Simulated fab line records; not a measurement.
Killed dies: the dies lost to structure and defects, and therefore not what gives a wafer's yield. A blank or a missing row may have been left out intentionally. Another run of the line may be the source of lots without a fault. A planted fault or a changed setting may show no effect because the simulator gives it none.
Chamber matching + flow nand harc + NHARC_A_STAIRCASE_DESCUM_443 on rie diel-12 has 4 sister chambers
The step chemistry O2, time 3 s. 22 wafers are shown with their chamber, then 11 later ones without.

WAFERS WITH THEIR CHAMBER
| wafer  | chamber | drypump motor current A (A) | showerhead plenum p Torr (Torr) | rf vpp V (V) |
|--------|---------|-----------------------------|---------------------------------|--------------|
| L076.2 | 0       | 5.7                         | 1.91                            | 56.7         |
| L076.3 | 1       | 5.0                         | 1.81                            | 56.9         |
| L076.5 | 0       | 5.7                         | 1.91                            | 57.6         |
| L078.3 | 3       | 5.9                         | 1.98                            | 57.1         |
| L078.5 | 3       | 5.9                         | 1.98                            | 59.3         |
| L078.6 | 0       | 5.7                         | 1.91                            | 56.2         |
| L079.1 | 0       | 5.7                         | 1.90                            | 56.4         |
| L079.2 | 1       | 5.0                         | 1.81                            | 57.2         |
| L079.3 | 3       | 5.9                         | 1.98                            | 58.3         |
| L081.1 | 2       | 5.8                         | 1.91                            | 58.0         |
| L081.2 | 1       | 5.0                         | 1.81                            | 57.8         |
| L081.3 | 3       | 5.9                         | 1.98                            | 57.4         |
| L081.4 | 0       | 5.7                         | 1.90                            | 58.9         |
| L081.5 | 3       | 5.9                         | 1.98                            | 58.1         |
| L081.6 | 0       | 5.7                         | 1.90                            | 57.5         |
| L083.2 | 3       | 5.9                         | 1.98                            | 59.7         |
| L083.3 | 0       | 5.7                         | 1.90                            | 57.5         |
| L083.4 | 2       | 5.8                         | 1.90                            | 57.6         |
| L083.1 | 1       | 5.0                         | 1.81                            | 57.6         |
| L083.5 | 1       | 5.0                         | 1.81                            | 59.4         |
| L083.6 | 0       | 5.8                         | 1.90                            | 56.6         |
| L086.1 | 2       | 5.8                         | 1.90                            | 58.0         |

SIGNATURES (means of the wafers above)
| reading                  | chamber 0 | chamber 1 | chamber 2 | chamber 3 | scatter within a chamber |
|--------------------------|-----------|-----------|-----------|-----------|--------------------------|
| drypump motor current A  | 5.713     | 5.000     | 5.800     | 5.900     | 0.022                    |
| showerhead plenum p Torr | 1.9037    | 1.8100    | 1.9033    | 1.9800    | 0.00376                  |
| rf vpp V                 | 57.175    | 57.780    | 57.867    | 58.317    | 0.901                    |
Rule: for each reading, subtract the chamber's mean from the wafer's reading, divide by that reading's scatter and square the result; add these up over the readings and take the root, which gives the wafer's distance from the chamber. If the next closest chamber is less than 2 further off than the closest, the wafer can't be placed; otherwise it belongs to the closest. The scatter is the square root of a quotient: the sum, over the shown wafers, of each reading's squared deviation from its chamber's mean, divided by wafers minus chambers.

WAFERS WITH NO CHAMBER GIVEN
| wafer  | drypump motor current A (A) | showerhead plenum p Torr (Torr) | rf vpp V (V) |
|--------|-----------------------------|---------------------------------|--------------|
| L086.3 | 6.0                         | 1.98                            | 56.7         |
| L086.5 | 5.0                         | 1.81                            | 56.9         |
| L093.2 | 5.0                         | 1.80                            | 56.8         |
| L093.3 | 5.9                         | 1.97                            | 57.4         |
| L093.6 | 5.7                         | 1.90                            | 57.6         |
| L097.2 | 5.0                         | 1.80                            | 56.9         |
| L097.3 | 5.7                         | 1.89                            | 58.0         |
| L097.6 | 5.0                         | 1.80                            | 57.4         |
| L097.1 | 5.8                         | 1.90                            | 58.1         |
| L097.4 | 6.0                         | 1.97                            | 57.2         |
| L097.5 | 5.7                         | 1.89                            | 56.7         |

THE CHAMBER EACH PASSED THROUGH
| wafer  | from the rows above     | in truth                   |
|--------|-------------------------|----------------------------|
| L086.3 | 3                       | 3                          |
| L086.5 | 1                       | 1                          |
| L093.2 | 1                       | 1                          |
| L093.3 | 3                       | 3                          |
| L093.6 | 0                       | 0                          |
| L097.2 | 1                       | 1                          |
| L097.3 | can't be placed: 0 or 2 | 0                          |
| L097.6 | 1                       | 1                          |
| L097.1 | 2                       | 2                          |
| L097.4 | 3                       | 3                          |
| L097.5 | 0                       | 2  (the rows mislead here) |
Correct placement for 9 of the 11. Can't be placed from these rows: 1 (the true chamber is among the candidates in 1). Number placed wrongly: 1.
